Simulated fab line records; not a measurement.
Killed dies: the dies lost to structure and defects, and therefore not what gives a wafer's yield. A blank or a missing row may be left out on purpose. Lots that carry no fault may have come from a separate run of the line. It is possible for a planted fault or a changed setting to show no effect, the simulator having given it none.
The tool behind it: which one?	flow n5 finfet	12 lots, 35 wafers sampled, at 4 steps of a route of 1938

## WHAT THE GAUGES READ, wafer by wafer
The record holds no reading of a measuring or inspecting step that can be judged against a usual standard deviation.

## TOOL THAT RAN EACH LOT (tool first, then ch and the chambers of the sampled wafers, then the start)
lot	N5_BEOL_M11_STRIP_77	N5_PASSIVATION_PRE_CLEAN_19	N5_PASSIVATION_DESCUM_32	N5_PASSIVATION_PROBE_49
L875	rie diel-02 ch 1,3, day 10 14:06	pvd sputter-03, day 12 01:58	rie diel-06 ch 0,1,2, day 12 02:49	-
L874	rie diel-03 ch 0,2,3, day 10 21:34	pvd sputter-02, day 12 16:33	rie diel-05 ch 1,2, day 12 17:23	-
L873	rie diel-02 ch 1,2, day 10 23:05	pvd sputter-02, day 12 12:03	rie diel-04 ch 1,3, day 12 12:47	-
L876	rie diel-03 ch 0,1,2, day 11 15:20	pvd sputter-03, day 13 11:45	rie diel-05 ch 0,2, day 13 12:39	-
L877	rie diel-02 ch 2,3, day 11 18:05	pvd sputter-01, day 13 12:57	rie diel-05 ch 0, day 13 13:53	-
L878	rie diel-01 ch 1,2, day 12 00:55	pvd sputter-01, day 13 15:15	rie diel-05 ch 0,1,2, day 13 16:28	-
L879	rie diel-02 ch 0,3, day 12 03:07	pvd sputter-01, day 13 19:14	rie diel-05 ch 0,2, day 13 20:08	-
L882	rie diel-03 ch 0,2,3, day 13 01:09	pvd sputter-01, day 14 14:07	rie diel-05 ch 0,1, day 14 14:49	prober-02, day 14 20:29
L884	rie diel-03 ch 1,2,3, day 13 06:06	pvd sputter-02, day 15 01:34	rie diel-05 ch 1,2, day 15 02:23	prober-02, day 15 07:23
L889	rie diel-02 ch 0,3, day 14 02:01	pvd sputter-01, day 15 16:21	rie diel-06 ch 1,2, day 15 17:03	-
L892	rie diel-02 ch 0,2, day 15 06:45	pvd sputter-02, day 17 00:47	rie diel-06 ch 1,2,3, day 17 01:37	-
L893	rie diel-02 ch 0,2, day 15 16:44	pvd sputter-03, day 17 05:50	rie diel-05 ch 1,2,3, day 17 06:41	-
- N5_BEOL_M11_STRIP_77: strips in N2/H2, time 10 s.
- N5_PASSIVATION_PRE_CLEAN_19
- N5_PASSIVATION_DESCUM_32: chemistry O2, time 7.9 s.
- N5_PASSIVATION_PROBE_49

## AS READ BY THE TOOLS THEMSELVES (means over the sampled wafers that have a number; for cases with no such wafer, the mark the record gives instead)
N5_BEOL_M11_STRIP_77. Usual: drypump motor current A 6.0 A, standard deviation 0.37; oes product au 0.76 a.u., standard deviation 0.081; rf vpp V 59.1 V, standard deviation 0.78; showerhead plenum p Torr 2.56 Torr, standard deviation 0.081; throttle valve pct 23.7 %, standard deviation 0.45.
lot	tool	drypump motor current A (A)	oes product au (a.u.)	rf vpp V (V)	showerhead plenum p Torr (Torr)	throttle valve pct (%)	flag
L875	rie diel-02	5.8	0.68	58.3	2.47	24.3	
L874	rie diel-03	6.4	0.78	59.2	2.60	23.3	
L873	rie diel-02	5.9	0.72	58.5	2.56	24.1	
L876	rie diel-03	6.1	0.73	58.7	2.54	23.5	
L877	rie diel-02	5.8	0.71	59.5	2.56	24.3	
L878	rie diel-01	5.6	0.87	59.6	2.52	23.9	
L879	rie diel-02	5.8	0.76	58.6	2.53	24.2	
L882	rie diel-03	6.4	0.76	59.5	2.60	23.3	
L884	rie diel-03	6.2	0.76	59.5	2.56	23.6	
L889	rie diel-02	5.9	0.75	58.8	2.53	24.2	
L892	rie diel-02	6.0	0.76	59.6	2.61	24.0	
L893	rie diel-02	6.0	0.82	59.7	2.61	23.7	

N5_PASSIVATION_PRE_CLEAN_19. Usual: 480 W for heater power w, sd 74.
lot	tool	heater power w (W)	flag
L875	pvd sputter-03	484	
L874	pvd sputter-02	484	
L873	pvd sputter-02	528	
L876	pvd sputter-03	478	
L877	pvd sputter-01	488	
L878	pvd sputter-01	454	
L879	pvd sputter-01	479	
L882	pvd sputter-01	477	
L884	pvd sputter-02	436	
L889	pvd sputter-01	482	
L892	pvd sputter-02	483	
L893	pvd sputter-03	565	

N5_PASSIVATION_DESCUM_32. Usual: drypump motor current A 5.6 A, standard deviation 0.59; o2 flow sccm 225.1 sccm, standard deviation 0.67; oes product au 0.82 a.u., standard deviation 0.077; rf vpp V 243.6 V, standard deviation 1.3; showerhead plenum p Torr 2.12 Torr, standard deviation 0.079; throttle valve pct 20.42 %, standard deviation 0.18.
lot	tool	drypump motor current A (A)	o2 flow sccm (sccm)	oes product au (a.u.)	rf vpp V (V)	showerhead plenum p Torr (Torr)	throttle valve pct (%)	flag
L875	rie diel-06	5.4	224.3	0.79	242.2	2.09	20.38	
L874	rie diel-05	5.3	224.4	0.86	244.1	2.17	20.35	
L873	rie diel-04	6.0	225.2	0.87	243.0	2.11	20.76	
L876	rie diel-05	5.1	225.4	0.84	243.7	2.15	20.32	
L877	rie diel-05	4.8	224.6	0.89	245.2	2.24	20.55	
L878	rie diel-05	5.1	224.9	0.86	244.3	2.18	20.40	
L879	rie diel-05	5.0	225.3	0.86	244.4	2.20	20.44	
L882	rie diel-05	5.1	224.7	0.85	245.5	2.21	20.50	
L884	rie diel-05	5.3	224.5	0.83	243.3	2.16	20.39	
L889	rie diel-06	4.9	224.2	0.86	243.3	2.08	20.24	
L892	rie diel-06	5.2	225.6	0.79	242.5	2.10	20.37	
L893	rie diel-05	5.7	225.3	0.82	243.7	2.14	20.35	

N5_PASSIVATION_PROBE_49. Usual: defect limited yield 91.4 %, standard deviation 1.5; killed_at_M0_to_M3 36, standard deviation 11; killed_at_M4_up 14, standard deviation 6; killed at contacts 11, standard deviation 6; killed at front end 37, standard deviation 11; killed at other 4, standard deviation 3.4; killed dies 102, standard deviation 18; killed on rim 13, standard deviation 3.5; killed open 66, standard deviation 13; killed short 34, standard deviation 7.8; sort_bin_4_leakage 0.00 %, standard deviation 0.017; sort_bin_5_function 5.0 %, standard deviation 0.97; sort_bin_6_memory 3.2 %, standard deviation 0.7; sort n pass 1078, standard deviation 19; sort yield pct 91.3 %, standard deviation 1.6.
lot	tool	defect limited yield (%)	killed_at_M0_to_M3	killed_at_M4_up	killed at contacts	killed at front end	killed at other	killed dies	killed on rim	killed open	killed short	sort_bin_4_leakage (%)	sort_bin_5_function (%)	sort_bin_6_memory (%)	sort n pass	sort yield pct (%)	flag
L882	prober-02	90.2	43	40	7	22	3	116	14	59	25	0.00	5.4	3.1	1064	90.2	OFF
L884	prober-02	90.8	28	42	8	28	2	108	16	47	26	0.03	5.1	2.9	1072	90.8	OFF

## THE ANSWER, worked out from the rows above alone
Rule: a lot is off if the mean of its wafers that have a number lies more than 3 standard deviations from the usual mean. A lot without any number at a reading at which 4 lots or more have one is off too. Any other lot the step has rows for is counted as sound. Order of review: gauges by route order, followed by the tools' own readings, for which a lot's mean as printed above is used. The first step at which some lot is off is used, and at that step the reading that is off furthest; a lot without a number counts as furthest.
Off, at N5_PASSIVATION_PROBE_49 on killed_at_M4_up: L882, L884. Neither off nor sound, because the step has no rows for them: L875, L874, L873, L876, L877, L878, L879, L889, L892, L893.
A tool fits if, at that step or a process step before it, it ran every lot that is off, and no sound lot after the first of them. Can't be told from this: 3 tools fit, rie diel-03 at N5_BEOL_M11_STRIP_77, rie diel-05 at N5_PASSIVATION_DESCUM_32, prober-02 at N5_PASSIVATION_PROBE_49.

## WHAT WAS PUT IN BY THE SIMULATOR
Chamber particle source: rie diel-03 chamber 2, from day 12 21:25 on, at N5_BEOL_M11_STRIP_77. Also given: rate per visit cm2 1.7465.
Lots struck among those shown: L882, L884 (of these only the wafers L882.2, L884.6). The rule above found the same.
